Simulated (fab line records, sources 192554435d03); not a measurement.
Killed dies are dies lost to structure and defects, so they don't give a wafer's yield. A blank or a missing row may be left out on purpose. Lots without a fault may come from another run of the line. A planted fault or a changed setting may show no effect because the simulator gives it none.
Chamber matching | flow n5_finfet | N5_BEOL_M1_CO_CAP_55 on cvd_co-01: 3 sister chambers
The step material Co, precursor CCTBA/H2, target thk 2 nm, time 102.1 s. 15 wafers are shown with their chamber, then 7 later ones without.

WAFERS WITH THEIR CHAMBER
wafer  | chamber | heater_power_w (W)
L377.2 | 1       | 278
L377.4 | 0       | 235
L377.5 | 1       | 277
L382.3 | 0       | 230
L382.6 | 0       | 224
L383.5 | 2       | 262
L383.6 | 0       | 230
L389.4 | 1       | 271
L389.5 | 2       | 267
L389.6 | 0       | 233
L392.3 | 0       | 239
L392.4 | 1       | 271
L392.5 | 2       | 276
L395.3 | 1       | 272
L395.4 | 2       | 272

SIGNATURES (means of the wafers above)
reading        | chamber 0 | chamber 1 | chamber 2 | scatter within a chamber
heater_power_w | 231.83    | 273.80    | 269.25    | 4.9
Rule: a wafer's distance from a chamber is the root of the sum, over the readings, of the square of ((its reading less the chamber's mean) divided by the reading's scatter). The wafer belongs to the nearest chamber; if the next one is less than 2 further off, it can't be placed. The scatter: the root of (the sum of the squares of (reading less its chamber's mean) over the shown wafers, divided by (wafers less chambers)).

WAFERS WITHOUT THEIR CHAMBER
wafer  | heater_power_w (W)
L395.6 | 279
L394.1 | 237
L394.3 | 282
L394.5 | 242
L399.3 | 238
L399.4 | 270
L399.5 | 239

WHICH CHAMBER EACH WENT THROUGH
wafer  | from the rows above     | in truth
L395.6 | can't be placed: 1 or 2 | 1
L394.1 | 0                       | 0
L394.3 | can't be placed: 1 or 2 | 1
L394.5 | 0                       | 0
L399.3 | 0                       | 0
L399.4 | can't be placed: 2 or 1 | 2
L399.5 | 0                       | 0
Placed correctly: 4 of 7. Can't be placed from these rows: 3 (the true chamber is among the candidates in 3). Placed wrongly: 0.
